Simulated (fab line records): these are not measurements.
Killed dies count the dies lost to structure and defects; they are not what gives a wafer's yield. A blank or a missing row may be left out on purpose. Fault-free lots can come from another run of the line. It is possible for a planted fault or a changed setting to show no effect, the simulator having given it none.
One fault seen from 2 desks	flow n5_finfet	each desk has only its own numbers; what lay behind them comes last

AT THE METROLOGY DESK
Lot by lot, what the gauges showed, no matter which tool ran the lot: averages of those sampled wafers that carry a number. If a lot's mean is further than 4 standard deviations from the usual mean, the lot is out of limits and carries the mark OUT (the distance appears in the brackets). Readings shown: 7 of its 12, picked as those furthest out on some lot.
Columns: A = SD_N_BLK_OVL at N5_SD_EPI_N_OVL_MEAS_10, usual 0.0 nm; B = DIBL_P at N5_BEOL_M4_RC_MEAS_101, usual 35.9 mV/V; C = IOFF_N at N5_BEOL_M4_RC_MEAS_101, usual 0.151 nA/um; D = IOFF_P at N5_BEOL_M4_RC_MEAS_101, usual 0.21 nA/um; E = ION_P at N5_BEOL_M4_RC_MEAS_101, usual 463 uA/um; F = SS_P at N5_BEOL_M4_RC_MEAS_101, usual 73.2 mV/dec; G = VT_P at N5_BEOL_M4_RC_MEAS_101, usual -250 mV
lot	first seen here	A	B	C	D	E	F	G
L396	day 3 00:31	-0.1	35.6	0.136	0.21	460	73.3	-248
L397	day 3 07:50	0.3	37.0	0.171	0.26	476	72.9	-244
L399	day 3 18:57	0.7	38.0	0.174	0.23	463	73.5	-251
L401	day 4 08:04	0.2	37.3	0.179	0.27	474	74.0	-244
L404	day 5 00:13	-1.3	35.7	0.122	0.18	458	72.8	-252
L405	day 5 08:02	-0.2	38.5	0.183	0.24	460	73.7	-248
L407	day 5 22:16	0.4	35.5	0.134	0.17	457	73.1	-256
L411	day 6 19:32	1.6	36.0	0.170	0.20	463	73.1	-251
L412	day 7 01:47	-0.2	35.7	0.138	0.19	455	73.4	-252
L414	day 7 13:56	-0.2	34.7	0.126	0.20	460	72.6	-250
L417	day 8 10:57	0.1	39.8	0.217	0.27	467	74.4	-247
This desk found nothing out of limits on any of the 11 lots.

TOOL OWNER'S DESK, litho_track-04
The tool's own readings at N5_SD_EPI_P_COAT_03 (resist thk 150 nm): means of the sampled wafers that have a number, for each lot that ran on this tool. If a lot's mean is further than 4 standard deviations from the usual mean, the lot is out of limits and carries the mark OUT (the distance appears in the brackets).
Columns: A = spin_speed_rpm at N5_SD_EPI_P_COAT_03, usual 1499.9 rpm
lot	first seen here	A
L396	day 3 05:31	1499.9
L399	day 3 22:59	1499.5
L401	day 4 12:43	1499.7
L411	day 6 23:56	1465.5 (-40) OUT
L412	day 7 07:19	1466.3 (-39) OUT
L414	day 7 18:44	1466.7 (-39) OUT
This desk's verdict: out of limits on L411, L412, L414, starting with L411 at day 6 23:56 (spin_speed_rpm at N5_SD_EPI_P_COAT_03). L396, L399, L401: within limits.

PUT TOGETHER
The tool owner's desk had the chance to raise an alarm at day 6 23:56 on L411, L412, L414.
The metrology desk saw nothing out of limits.
The metrology desk holds a record of L411, L412, L414, inside its limits.
All the named lots went through N5_SD_EPI_P_COAT_03 on litho_track-04.

WHAT WAS PUT IN BY THE SIMULATOR
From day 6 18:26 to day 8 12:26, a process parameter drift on litho_track-04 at N5_SD_EPI_P_COAT_03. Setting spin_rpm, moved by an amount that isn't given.
Struck lots among those shown: L411, L412, L414.
Each desk's first reading out of limits, in hours after the fault started: the tool owner's desk, 6.
